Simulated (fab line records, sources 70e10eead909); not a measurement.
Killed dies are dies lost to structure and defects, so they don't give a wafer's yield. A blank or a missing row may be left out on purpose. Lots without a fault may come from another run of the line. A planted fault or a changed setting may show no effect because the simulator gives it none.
One fault seen from 3 desks | flow nand_harc | each desk has only its own numbers; what lay behind them comes last

THE METROLOGY DESK
What the gauges read, lot by lot, whatever tool the lot ran on: means of the sampled wafers that have a number. A lot is out of limits, marked OUT, if its mean lies more than 4 standard deviations from the usual mean; the brackets give that distance.
Columns: A = thk_nm at NHARC_A_SGD_CUT_THK_MEAS_22, usual 148.2 nm
lot  | first seen here | A
L435 | day 20 10:37    | 149.7
L437 | day 21 14:10    | 149.6
L446 | day 25 00:04    | 148.3
L447 | day 25 18:09    | 148.3
L450 | day 27 10:48    | 148.1
L452 | day 28 06:20    | 146.8
This desk's finding: nothing out of limits on any of the 6 lots.

THE TOOL OWNER'S DESK: cmp-04
The tool's own readings at NHARC_A_SGD_CUT_CMP_21 (polishes, target thk 148.19 nm): means of the sampled wafers that have a number, for each lot that ran on this tool. A lot is out of limits, marked OUT, if its mean lies more than 4 standard deviations from the usual mean; the brackets give that distance.
Columns: A = motor_current_A at NHARC_A_SGD_CUT_CMP_21, usual 11.4 A; B = time_to_endpoint_s at NHARC_A_SGD_CUT_CMP_21, usual 49 s
lot  | first seen here | A    | B
L437 | day 21 13:56    | 11.1 | 52
L446 | day 24 23:48    | 12.0 | 50
L447 | day 25 17:53    | 11.5 | 47
L450 | day 27 10:32    | 11.6 | 82 (+10) OUT
L452 | day 28 06:05    | 11.4 | 81 (+10) OUT
This desk's finding: out of limits on L450, L452; first on L450, day 27 10:32 (time_to_endpoint_s at NHARC_A_SGD_CUT_CMP_21). In limits: L437, L446, L447.

THE DEFECT DESK
What the inspections along the route counted, lot by lot: means of the sampled wafers that have a number. A lot is out of limits, marked OUT, if its mean lies more than 4 standard deviations from the usual mean; the brackets give that distance.
Columns: A = raw_defect_count at NHARC_A_SGD_CUT_INSPECT_11, usual 59
lot  | first seen here | A
L435 | day 20 04:23    | 63
L437 | day 21 08:06    | 71
L446 | day 24 18:22    | 56
L447 | day 25 12:07    | 19
L450 | day 27 02:29    | 62
L452 | day 28 00:16    | 26
This desk's finding: nothing out of limits on any of the 6 lots.

PUT TOGETHER
The tool owner's desk could have raised an alarm at day 27 10:32, on L450, L452.
The metrology desk saw nothing out of limits.
The defect desk saw nothing out of limits.
The metrology desk has L450, L452 on record, within its limits.
The defect desk has L450, L452 on record, within its limits.
Of the lots named, all ran NHARC_A_SGD_CUT_CMP_21 on cmp-04.

WHAT THE SIMULATOR HAD PUT IN
Process parameter drift: cmp-04, from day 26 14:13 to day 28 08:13, at NHARC_A_SGD_CUT_CMP_21. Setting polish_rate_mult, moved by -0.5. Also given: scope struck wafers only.
Lots struck among those shown: L450, L452.
Hours from the fault's start to each desk's first reading out of limits: the tool owner's desk, 20.
